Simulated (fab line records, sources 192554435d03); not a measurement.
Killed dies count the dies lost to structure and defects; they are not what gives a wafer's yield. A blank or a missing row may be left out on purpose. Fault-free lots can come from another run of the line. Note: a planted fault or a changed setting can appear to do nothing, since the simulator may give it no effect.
Which of the tools did it? -- flow n5 finfet -- 22 lots, 66 wafers sampled, at 5 steps of a route of 1938

## WHAT THE GAUGES SHOWED, per wafer
N5_BEOL_M0_SAQP_CD_MEAS_25: the cd target is 13.1 nm. Usual: cd nm reads 12.90 nm (standard deviation 0.26).
lot,measured,on,cd nm (nm),flag
L074,day 5 13:26,cd sem-01,12.96 12.75 12.68,
L075,day 5 20:16,cd sem-03,13.14 12.72 13.17,
L076,day 6 03:17,cd sem-01,13.11 12.53 12.77,
L077,day 6 04:19,cd sem-01,12.89 12.81 12.74,
L078,day 6 19:13,cd sem-01,13.36 12.56 13.05,
L079,day 7 03:38,cd sem-01,13.00 12.95 13.00,
L080,day 7 08:06,cd sem-01,12.87 12.99 13.37,
L081,day 7 12:42,cd sem-01,12.55 13.11 13.14,
L082,day 7 16:58,cd sem-01,12.80 13.09 12.64,
L083,day 7 18:24,cd sem-02,12.84 12.69 12.81,
L085,day 8 11:07,cd sem-02,12.87 12.78 12.73,
L086,day 8 11:29,cd sem-01,12.75 12.49 13.21,
L087,day 9 02:52,cd sem-03,13.26 12.67 12.76,
L088,day 9 05:41,cd sem-02,13.11 12.97 12.71,
L090,day 9 11:15,cd sem-02,13.20 12.83 13.20,
L091,day 9 16:43,cd sem-03,13.31 13.09 13.08,
L092,day 10 00:29,cd sem-03,12.74 13.35 12.90,
L093,day 10 07:59,cd sem-01,12.76 12.88 13.42,
L094,day 10 13:20,cd sem-03,13.04 13.15 13.03,
L095,day 11 01:40,cd sem-02,12.64 12.61 12.78,
L096,day 11 04:28,cd sem-01,12.97 12.47 12.77,
L097,day 11 08:28,cd sem-02,12.51 13.11 12.71,

## TOOL THAT RAN EACH LOT (tool first, then ch and the chambers of the sampled wafers, then the start)
lot,N5_MOL_CONTACT_COAG_ALD_133,N5_MOL_CONTACT_COAG_ETCHBACK_134,N5_MOL_CONTACT_COAG_ETCH_124,N5_BEOL_M0_SAQP_ETCH_84
L074,"ald sin-04 ch 0,3, day 5 04:29","rie diel-06 ch 0,3, day 5 04:40","rie diel-06 ch 0,3, day 5 04:51","rie diel-05 ch 0,2,3, day 5 10:23"
L075,"ald sin-01 ch 0,2, day 5 13:01","rie diel-04 ch 0,1, day 5 13:13","rie diel-04 ch 0,1, day 5 13:23","rie diel-05 ch 1,3, day 5 18:48"
L076,"ald sin-04 ch 0,2,3, day 5 16:02","rie diel-01 ch 2,3, day 5 16:08","rie diel-01 ch 2,3, day 5 16:19","rie diel-03 ch 0,3, day 6 01:47"
L077,"ald sin-01 ch 0,3, day 5 20:32","rie diel-06 ch 0,2,3, day 5 20:47","rie diel-06 ch 0,2,3, day 5 20:58","rie diel-02 ch 0,2,3, day 6 02:35"
L078,"ald sin-02 ch 0,1,3, day 6 11:05","rie diel-06 ch 1,2,3, day 6 11:20","rie diel-06 ch 1,2,3, day 6 11:31","rie diel-05 ch 0,2,3, day 6 17:44"
L079,"ald sin-04 ch 0,2,3, day 6 18:15","rie diel-06 ch 0,1,3, day 6 18:26","rie diel-06 ch 0,1,3, day 6 18:37","rie diel-02 ch 0,1, day 7 02:10"
L080,"ald sin-01 ch 1,3, day 6 21:49","rie diel-04 ch 1,2, day 6 21:59","rie diel-04 ch 1,2, day 6 22:11","rie diel-05 ch 1,2,3, day 7 05:34"
L081,"ald sin-04 ch 1,2,3, day 7 04:41","rie diel-06 ch 1,3, day 7 04:55","rie diel-06 ch 1,3, day 7 05:06","rie diel-02 ch 0,2,3, day 7 11:14"
L082,"ald sin-02 ch 0,1,3, day 7 07:41","rie diel-06 ch 0,1,2, day 7 07:52","rie diel-06 ch 0,1,2, day 7 08:04","rie diel-02 ch 1,2,3, day 7 14:51"
L083,"ald sin-04 ch 1,3, day 7 10:34","rie diel-04 ch 2,3, day 7 10:44","rie diel-04 ch 2,3, day 7 10:56","rie diel-02 ch 0,1,3, day 7 16:44"
L085,"ald sin-01 ch 1,2, day 8 00:09","rie diel-01 ch 0,3, day 8 00:22","rie diel-01 ch 0,3, day 8 00:32","rie diel-05 ch 0,2,3, day 8 09:37"
L086,"ald sin-02 ch 1,3, day 8 03:59","rie diel-01 ch 0,2, day 8 04:10","rie diel-01 ch 0,2, day 8 04:21","rie diel-05 ch 1,2,3, day 8 09:59"
L087,"ald sin-04 ch 0,1,3, day 8 18:30","rie diel-01 ch 0,3, day 8 18:47","rie diel-01 ch 0,3, day 8 18:59","rie diel-02 ch 0,1,2, day 9 01:17"
L088,"ald sin-01 ch 0,2, day 8 20:35","rie diel-06 ch 2,3, day 8 20:53","rie diel-06 ch 2,3, day 8 21:04","rie diel-05 ch 0,2, day 9 03:47"
L090,"ald sin-02 ch 0,2, day 9 02:31","rie diel-04 ch 0,2, day 9 02:41","rie diel-04 ch 0,2, day 9 02:52","rie diel-03 ch 1,2, day 9 09:46"
L091,"ald sin-02 ch 0,2,3, day 9 08:25","rie diel-06 ch 0,2, day 9 08:35","rie diel-06 ch 0,2, day 9 08:46","rie diel-02 ch 1,2,3, day 9 15:08"
L092,"ald sin-02 ch 0,2,3, day 9 16:37","rie diel-01 ch 0,1, day 9 16:48","rie diel-01 ch 0,1, day 9 16:59","rie diel-02 ch 1,3, day 9 22:41"
L093,"ald sin-04 ch 0,1, day 9 22:40","rie diel-06 ch 0,1,2, day 9 22:51","rie diel-06 ch 0,1,2, day 9 23:02","rie diel-02 ch 0,1, day 10 05:28"
L094,"ald sin-04 ch 0,2,3, day 10 04:08","rie diel-06 ch 1,3, day 10 04:19","rie diel-06 ch 1,3, day 10 04:31","rie diel-02 ch 0,3, day 10 11:47"
L095,"ald sin-01 ch 0,2,3, day 10 16:22","rie diel-01 ch 0,2,3, day 10 16:35","rie diel-01 ch 0,2,3, day 10 16:47","rie diel-03 ch 1,2,3, day 10 23:42"
L096,"ald sin-01 ch 0,2,3, day 10 17:02","rie diel-01 ch 0,3, day 10 17:13","rie diel-01 ch 0,3, day 10 17:24","rie diel-02 ch 0,2,3, day 11 02:43"
L097,"ald sin-01 ch 0,1,3, day 10 21:14","rie diel-01 ch 0,2, day 10 21:25","rie diel-01 ch 0,2, day 10 21:35","rie diel-03 ch 0,1,3, day 11 06:25"
- N5_MOL_CONTACT_COAG_ALD_133: deposits SiO2, target thk 5 nm, pulse time 1 s, co reactant pulse time 1 s.
- N5_MOL_CONTACT_COAG_ETCHBACK_134: etches SiO2 in CHF3, target depth 10 nm, time 6.7 s.
- N5_MOL_CONTACT_COAG_ETCH_124: etches SiNx in CH3F/O2, stops on SiOC, target depth 6.5 nm.
- N5_BEOL_M0_SAQP_ETCH_84: etches SOC in N2/H2, target depth 100 nm, overetch 20 nm, time 150 s.

## WHAT THE TOOLS THEMSELVES READ (means of the sampled wafers that have a number; where no wafer has one, the mark that the record gives instead)
N5_MOL_CONTACT_COAG_ALD_133. Usual: heater power w 79 W, standard deviation 7.3; precursor pulse height rel 1.001, standard deviation 0.022.
lot,tool,heater power w (W),precursor pulse height rel,flag
L074,ald sin-04,73,1.001,
L075,ald sin-01,76,0.988,
L076,ald sin-04,77,1.010,
L077,ald sin-01,76,0.982,
L078,ald sin-02,89,0.981,
L079,ald sin-04,78,1.009,
L080,ald sin-01,76,0.987,
L081,ald sin-04,79,1.003,
L082,ald sin-02,90,0.996,
L083,ald sin-04,75,0.979,
L085,ald sin-01,79,1.012,
L086,ald sin-02,87,1.016,
L087,ald sin-04,74,1.011,
L088,ald sin-01,77,0.992,
L090,ald sin-02,76,1.019,
L091,ald sin-02,85,0.986,
L092,ald sin-02,83,1.010,
L093,ald sin-04,77,0.997,
L094,ald sin-04,78,0.985,
L095,ald sin-01,77,1.026,
L096,ald sin-01,77,1.016,
L097,ald sin-01,76,1.004,

N5_MOL_CONTACT_COAG_ETCHBACK_134. Usual: drypump motor current A 5.6 A, standard deviation 0.44; oes product au 0.82 a.u., standard deviation 0.086; rf vpp V 516 V, standard deviation 14; showerhead plenum p Torr 2.39 Torr, standard deviation 0.079; throttle valve pct 18.59 %, standard deviation 0.18.
lot,tool,drypump motor current A (A),oes product au (a.u.),rf vpp V (V),showerhead plenum p Torr (Torr),throttle valve pct (%),flag
L074,rie diel-06,5.2,0.80,507,2.43,18.55,
L075,rie diel-04,5.9,0.77,522,2.36,18.63,
L076,rie diel-01,5.8,0.84,512,2.31,18.48,
L077,rie diel-06,5.4,0.84,511,2.41,18.56,
L078,rie diel-06,5.7,0.91,512,2.42,18.57,
L079,rie diel-06,5.5,0.85,505,2.44,18.56,
L080,rie diel-04,6.0,0.70,527,2.39,18.62,
L081,rie diel-06,5.5,0.89,506,2.39,18.62,
L082,rie diel-06,5.8,0.84,511,2.47,18.54,
L083,rie diel-04,5.4,0.80,510,2.34,18.71,
L085,rie diel-01,5.8,0.75,533,2.38,18.68,
L086,rie diel-01,5.3,0.85,526,2.44,18.54,
L087,rie diel-01,5.5,0.78,535,2.43,18.65,
L088,rie diel-06,5.6,0.86,517,2.38,18.63,
L090,rie diel-04,6.0,0.76,512,2.32,18.49,
L091,rie diel-06,5.6,0.80,517,2.43,18.58,
L092,rie diel-01,5.3,0.78,535,2.44,18.77,
L093,rie diel-06,5.8,0.80,511,2.46,18.56,
L094,rie diel-06,5.5,0.85,505,2.38,18.66,
L095,rie diel-01,5.6,0.88,523,2.36,18.42,
L096,rie diel-01,5.8,0.93,532,2.37,18.33,
L097,rie diel-01,5.4,0.82,513,2.36,18.52,

N5_MOL_CONTACT_COAG_ETCH_124. Usual: CH3F_flow_sccm 29.99 sccm, standard deviation 0.095; drypump motor current A 5.6 A, standard deviation 0.44; oes product au 0.70 a.u., standard deviation 0.07; rf vpp V 293 V, standard deviation 7.7; showerhead plenum p Torr 2.01 Torr, standard deviation 0.067; throttle valve pct 16.19 %, standard deviation 0.18.
lot,tool,CH3F_flow_sccm (sccm),drypump motor current A (A),oes product au (a.u.),rf vpp V (V),showerhead plenum p Torr (Torr),throttle valve pct (%),flag
L074,rie diel-06,30.00,5.1,0.68,288,2.04,16.16,
L075,rie diel-04,29.98,5.9,0.66,297,1.99,16.26,
L076,rie diel-01,30.02,5.8,0.71,291,1.95,16.12,
L077,rie diel-06,29.96,5.3,0.72,290,2.02,16.16,
L078,rie diel-06,29.99,5.7,0.77,290,2.04,16.13,
L079,rie diel-06,29.99,5.5,0.72,287,2.05,16.15,
L080,rie diel-04,30.01,5.9,0.61,298,2.01,16.23,
L081,rie diel-06,30.00,5.4,0.76,286,2.01,16.19,
L082,rie diel-06,30.05,5.8,0.71,291,2.07,16.11,
L083,rie diel-04,29.91,5.4,0.69,289,1.96,16.27,
L085,rie diel-01,30.00,5.8,0.64,302,1.99,16.28,
L086,rie diel-01,29.94,5.3,0.72,299,2.05,16.13,
L087,rie diel-01,29.88,5.5,0.67,303,2.05,16.25,
L088,rie diel-06,30.05,5.5,0.72,293,2.00,16.20,
L090,rie diel-04,29.95,5.9,0.65,290,1.95,16.13,
L091,rie diel-06,30.08,5.6,0.69,293,2.04,16.17,
L092,rie diel-01,29.92,5.2,0.66,303,2.05,16.35,
L093,rie diel-06,29.90,5.8,0.69,289,2.07,16.16,
L094,rie diel-06,29.97,5.5,0.73,287,2.00,16.24,
L095,rie diel-01,29.96,5.6,0.74,297,1.99,16.03,
L096,rie diel-01,29.97,5.8,0.79,303,1.99,15.91,
L097,rie diel-01,30.02,5.4,0.70,292,1.98,16.17,

N5_BEOL_M0_SAQP_ETCH_84. Usual: drypump motor current A 5.9 A, standard deviation 0.54; oes product au 0.67 a.u., standard deviation 0.065; rf vpp V 524.6 V, standard deviation 2.3; showerhead plenum p Torr 2.57 Torr, standard deviation 0.082; throttle valve pct 17.82 %, standard deviation 0.18.
lot,tool,drypump motor current A (A),oes product au (a.u.),rf vpp V (V),showerhead plenum p Torr (Torr),throttle valve pct (%),flag
L074,rie diel-05,6.4,0.68,523.7,2.55,17.81,
L075,rie diel-05,5.7,0.65,525.9,2.64,18.03,
L076,rie diel-03,5.5,0.64,524.2,2.56,18.22,
L077,rie diel-02,5.8,0.64,524.6,2.55,17.74,
L078,rie diel-05,6.3,0.67,523.5,2.55,17.83,
L079,rie diel-02,5.6,0.68,525.9,2.60,17.65,
L080,rie diel-05,5.9,0.65,525.9,2.60,17.93,
L081,rie diel-02,5.8,0.63,522.6,2.55,17.76,
L082,rie diel-02,6.1,0.67,523.0,2.55,17.74,
L083,rie diel-02,5.9,0.67,525.6,2.62,17.74,
L085,rie diel-05,6.3,0.67,524.4,2.54,17.84,
L086,rie diel-05,5.9,0.65,526.1,2.59,17.95,
L087,rie diel-02,5.8,0.67,524.3,2.53,17.67,
L088,rie diel-05,6.6,0.68,523.2,2.50,17.76,
L090,rie diel-03,5.8,0.79,524.3,2.58,17.92,
L091,rie diel-02,6.2,0.66,523.3,2.54,17.77,
L092,rie diel-02,6.3,0.65,525.5,2.63,17.86,
L093,rie diel-02,5.6,0.66,525.6,2.59,17.70,
L094,rie diel-02,5.6,0.62,526.0,2.61,17.80,
L095,rie diel-03,5.4,0.71,525.0,2.58,17.97,
L096,rie diel-02,5.8,0.70,527.4,2.64,17.67,
L097,rie diel-03,5.4,0.69,524.0,2.54,17.98,

## THE ANSWER, worked out from the rows above alone
Rule: lot off if the mean of its wafers having a number is beyond 3 standard deviations from the usual mean. Also off: a lot with no number at a reading for which 4 or more lots have one. All remaining lots with rows at the step are treated as sound. The gauges are gone through in route order, then the tools' own readings, and for those a lot's mean is taken as printed above. At the first step where some lot is off, the reading lying furthest off is the one used; lots without a number count as furthest.
None of the lots is off at any reading shown; this tells nothing.

## WHAT THE SIMULATOR HAD INSERTED
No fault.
